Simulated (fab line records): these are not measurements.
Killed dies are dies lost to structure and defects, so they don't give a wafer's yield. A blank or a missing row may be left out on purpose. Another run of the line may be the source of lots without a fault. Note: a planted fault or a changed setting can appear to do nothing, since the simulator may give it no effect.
Struck lot and sound lot, side by side :: flow n5-finfet :: 21 steps out of a route of 1938
Sound: the wafers L374.1, L374.3, L374.4. Struck: wafer L378.5. (L378.4 of the same lot was not struck and is left out.) The cause comes at the end.
Each step with rows lists, per side, the tool, then ch with its chambers, then its first start. Under that, the readings that differ: sound wafers :: struck wafers :: difference of the means :: sigmas: that difference in standard deviations of wafers without a fault.
alike: readings whose means differ by less than 2 such deviations, and words and numbers that are the same on both sides. not compared: withheld readings, readings that some wafer has no value for, bounds like >300 that may hide the same value, and numbers for which the record gives no deviation and whose values overlap.
The two part at a step that has a row with sigmas, a row that says differs or no value, or rows on one side only. Non-overlapping numbers with no deviation appear without sigmas and do not part them. A reading that every wafer of one side lacks parts them only if that side has two wafers or more.

first, 8 steps without rows for these wafers: N5_BEOL_M13_COAT_58 (time 60 s, resist thk 89 nm); N5_BEOL_M13_COAT_04 (resist thk 400 nm); N5_BEOL_M13_EBR_06; N5_BEOL_M13_SOFTBAKE_05 (time 60 s); N5_BEOL_M13_EXPOSE_07 (exposes mask V12); N5_BEOL_M13_PEB_08 (peb time 90 s); N5_BEOL_M13_DEVELOP_09 (develop time 45 s); N5_BEOL_M13_HARDBAKE_14 (time 120 s).
N5_BEOL_M13_CD_MEAS_10 targets a cd of 190 nm.
  sound on cd-sem-01 ch 0, day 12 20:14; struck on cd-sem-02 ch 0, day 14 20:34
  alike: cd-nm
N5_BEOL_M13_OVL_MEAS_11:
  sound on overlay-02 ch 0, day 12 20:16; struck on overlay-01 ch 0, day 14 20:35
  alike: V12_OVL
N5_BEOL_M13_INSPECT_12: inspects for defects (macro).
  sound on defect-inspect-01 at day 12 20:17; struck on defect-inspect-01 at day 14 20:37
reading: raw-defect-count
sound: 2 3 2
struck: 6
difference: +4
sigmas: +3
N5_BEOL_M13_DESCUM_15: chemistry O2, time 7.9 s.
  sound on rie-diel-02 ch 1,2,3, day 12 20:20; struck on rie-diel-02 ch 0, day 14 20:59
reading: bias-power-w (W)
sound: 19.94 20.04 20.07
struck: 19.84
difference: -0.18
sigmas: -3
  alike: drypump-motor-current-A, oes-product-au, rf-fwd-power-W, rf-vpp-V, showerhead-plenum-p-Torr, throttle-valve-pct
  not compared: rf-hours-counter-h
N5_BEOL_M13_ETCH_59: etches BARC in N2/H2, target depth 89 nm, overetch 26.7 nm, time 67.9 s.
  sound on rie-diel-02 ch 1,2,3, day 12 20:22; struck on rie-diel-02 ch 0, day 14 21:02
reading: oes-product-au (a.u.)
sound: 0.63 0.70 0.75
struck: 0.53
difference: -0.16
sigmas: -2

reading: model.coat_of_BEOL_M13_COAT_04.thk-nm (nm)
sound: 316.2 319.4 314.6
struck: 342.6
difference: +25.9
sigmas: 

reading: model.etch.depth-nm (nm)
sound: 89.17 89.01 89.03
struck: 71.61
difference: -17.46
sigmas: 
  alike: drypump-motor-current-A, rf-fwd-power-W, rf-vpp-V, showerhead-plenum-p-Torr, throttle-valve-pct
  not compared: rf-hours-counter-h
N5_BEOL_M13_VIA_ETCH_16: etches SiOC in C4F8/O2/Ar, target depth 921.7 nm.
  sound on rie-diel-02 ch 1,2,3, day 12 20:26; struck on rie-diel-02 ch 0, day 14 21:10
reading: rf-vpp-V (V)
sound: 664.7 663.1 663.8
struck: 668.6
difference: +4.7
sigmas: +2

reading: showerhead-plenum-p-Torr (Torr)
sound: 3.38 3.30 3.32
struck: 3.54
difference: +0.21
sigmas: +2

reading: throttle-valve-pct (%)
sound: 24.06 24.18 23.92
struck: 24.74
difference: +0.69
sigmas: +2

reading: model.coat_of_BEOL_M13_COAT_04.thk-nm (nm)
sound: 73.6 70.8 68
struck: 99
difference: +28
sigmas: 
  alike: drypump-motor-current-A, oes-product-au, rf-fwd-power-W
N5_BEOL_M13_STRIP_63: strips in N2/H2.
  sound on plasma-asher-01 ch 0,1, day 12 20:40; struck on plasma-asher-02 ch 0, day 14 21:19
reading: strip-time-to-endpoint-s (s)
sound: 28.7 27.9 27.1
struck: 35.9
difference: +8.0
sigmas: +7
  alike: drypump-motor-current-A, heater-power-w, oes-product-au
  not compared: rf-hours-counter-h
N5_BEOL_M13_STRIP_64: strips in N2/H2.
  sound on plasma-asher-01 ch 0,1, day 12 20:43; struck on plasma-asher-02 ch 0, day 14 21:23
  alike: drypump-motor-current-A, heater-power-w, oes-product-au, strip-time-to-endpoint-s
  not compared: rf-hours-counter-h
then, 2 steps without rows for these wafers: N5_BEOL_M13_STRIP_71 (strips in post etch residue remover, time 60 s); N5_BEOL_M13_SRD_72 (time 30 s, dry time 30 s).
N5_BEOL_M13_CD_MEAS_17 targets a cd of 190 nm.
  sound on cd-sem-02 at day 12 20:52; struck on cd-sem-01 at day 14 21:31
reading: cd-nm (nm)
sound: 188.4 189.6 191.0
struck: 185.8
difference: -3.9
sigmas: -2
then, 2 steps without rows for these wafers: N5_BEOL_M13_COAT_65 (time 60 s, resist thk 350 nm); N5_PASSIVATION_PROBE_49.

== WHERE THEY PART ==
At N5_BEOL_M13_INSPECT_12 first; at N5_BEOL_M13_CD_MEAS_17 last (within this record only).

WHY: what had been put in by the simulator
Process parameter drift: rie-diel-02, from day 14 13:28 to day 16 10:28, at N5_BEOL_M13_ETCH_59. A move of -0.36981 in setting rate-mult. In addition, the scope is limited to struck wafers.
